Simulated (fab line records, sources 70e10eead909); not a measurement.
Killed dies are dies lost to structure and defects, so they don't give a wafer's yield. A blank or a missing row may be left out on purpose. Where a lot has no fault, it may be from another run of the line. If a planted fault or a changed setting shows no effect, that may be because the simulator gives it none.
The tool behind it: which one? -- flow nandHarc -- 11 lots, 33 wafers sampled, at 4 steps of a route of 1302

WHAT EACH GAUGE READ, for each wafer
NHARC_A_CHANNEL_HOLE_D1_INSPECT_40.
lot,measured,on,rawDefectCount
L606,day 9 00:41,defectInspect-01,108 92 110
L605,day 9 01:19,defectInspect-01,54 25 37
L607,day 9 11:55,defectInspect-01,44 61 52
L608,day 10 06:59,defectInspect-01,39 52 38
L611,day 11 14:11,defectInspect-01,39 51 40
L614,day 12 20:20,defectInspect-02,73 65 38
L619,day 14 11:22,defectInspect-01,131 102 122
L620,day 15 07:22,defectInspect-02,57 50 66
L621,day 15 18:16,defectInspect-02,58 1385 53
L622,day 16 02:12,defectInspect-02,90 80 77
L623,day 16 02:46,defectInspect-02,73 59 1400

TOOL THAT RAN EACH LOT (tool first, then ch and the chambers of the sampled wafers, then the start)
lot,NHARC_A_CHANNEL_HOLE_D1_DESCUM_15,NHARC_A_CHANNEL_HOLE_D1_ETCH_16,NHARC_A_CHANNEL_HOLE_D1_ETCH_19
L606,"rieDiel-08 ch 1,2, day 8 16:44","rieDiel-08 ch 0,3, day 8 18:56 or earlier","harEtch-02 ch 0,1, day 8 18:56"
L605,"rieDiel-08 ch 0,1,3, day 8 17:15","rieDiel-08 ch 0,2,3, day 8 19:34 or earlier","harEtch-01 ch 0,1, day 8 19:34"
L607,"rieDiel-09 ch 1,2,3, day 9 04:55","rieDiel-09 ch 0,2,3, day 9 06:12 or earlier","harEtch-01 ch 0,1, day 9 06:12"
L608,"rieDiel-09 ch 0,1,2, day 9 21:20","rieDiel-09 ch 0,2,3, day 10 01:02 or earlier","harEtch-01 ch 0,1, day 10 01:02"
L611,"rieDiel-03 ch 0,1,2, day 11 07:02","rieDiel-03 ch 0,2,3, day 11 08:29 or earlier","harEtch-01 ch 0,1, day 11 08:29"
L614,"rieDiel-08 ch 0,1,3, day 12 09:31","rieDiel-08 ch 1,2,3, day 12 14:27 or earlier","harEtch-01 ch 0,1, day 12 14:27"
L619,"rieDiel-08 ch 0,1,3, day 14 04:29","rieDiel-08 ch 2,3, day 14 05:41 or earlier","harEtch-02 ch 0,1, day 14 05:41"
L620,"rieDiel-08 ch 1,3, day 15 00:29","rieDiel-08 ch 0,1,2, day 15 01:41 or earlier","harEtch-01 ch 0, day 15 01:41"
L621,"rieDiel-08 ch 1,2,3, day 15 09:27","rieDiel-08 ch 0,1,3, day 15 12:33 or earlier","harEtch-01 ch 0,1, day 15 12:33"
L622,"rieDiel-03 ch 0,1,3, day 15 09:39","rieDiel-03 ch 1,2,3, day 15 16:19 or earlier","harEtch-02 ch 1, day 15 16:19"
L623,"rieDiel-08 ch 1,2,3, day 15 19:47","rieDiel-08 ch 0,3, day 15 20:59 or earlier","harEtch-01 ch 0,1, day 15 20:59"
- NHARC_A_CHANNEL_HOLE_D1_DESCUM_15: chemistry O2, time 3 s.
- NHARC_A_CHANNEL_HOLE_D1_ETCH_16: etches the open film in O2/COS, target depth 3100 nm, time 806 s.
- NHARC_A_CHANNEL_HOLE_D1_ETCH_19: etches the open film in C4F8/O2/Ar, time 34.5 s.

THE ANSWER, worked out from the rows above alone
Rule: the usual values come from the lots themselves. Put in order of their means at a reading, lots are off if they are a third of the lots or fewer, leave a main group of 4 or more, and stand apart from it by a gap of 3 or more times the standard deviation of the main group's means; of several such gaps the widest counts. Not used: any main group whose means are identical at the precision the tables above print for the reading. Also off: a lot with no number at a reading for which 4 or more lots have one. All remaining lots with rows at the step are treated as sound.
Off, at NHARC_A_CHANNEL_HOLE_D1_INSPECT_40 on rawDefectCount: L621, L623. For the main group the mean is 66 and the standard deviation 27.
If a tool, at a process step before that reading, ran all the lots that are off and no sound lot after the first of them, it fits. The gauges at NHARC_A_CHANNEL_HOLE_D1_INSPECT_40 are tried like those tools. Because NHARC_A_CHANNEL_HOLE_D1_ETCH_16 lacks a start for some lots, the hours and order of its lots are taken from NHARC_A_CHANNEL_HOLE_D1_ETCH_19. Undecided on this evidence; 2 tools fit (rieDiel-08 at NHARC_A_CHANNEL_HOLE_D1_DESCUM_15 and NHARC_A_CHANNEL_HOLE_D1_ETCH_16, harEtch-01 at NHARC_A_CHANNEL_HOLE_D1_ETCH_19).

WHAT HAD BEEN PUT IN BY THE SIMULATOR
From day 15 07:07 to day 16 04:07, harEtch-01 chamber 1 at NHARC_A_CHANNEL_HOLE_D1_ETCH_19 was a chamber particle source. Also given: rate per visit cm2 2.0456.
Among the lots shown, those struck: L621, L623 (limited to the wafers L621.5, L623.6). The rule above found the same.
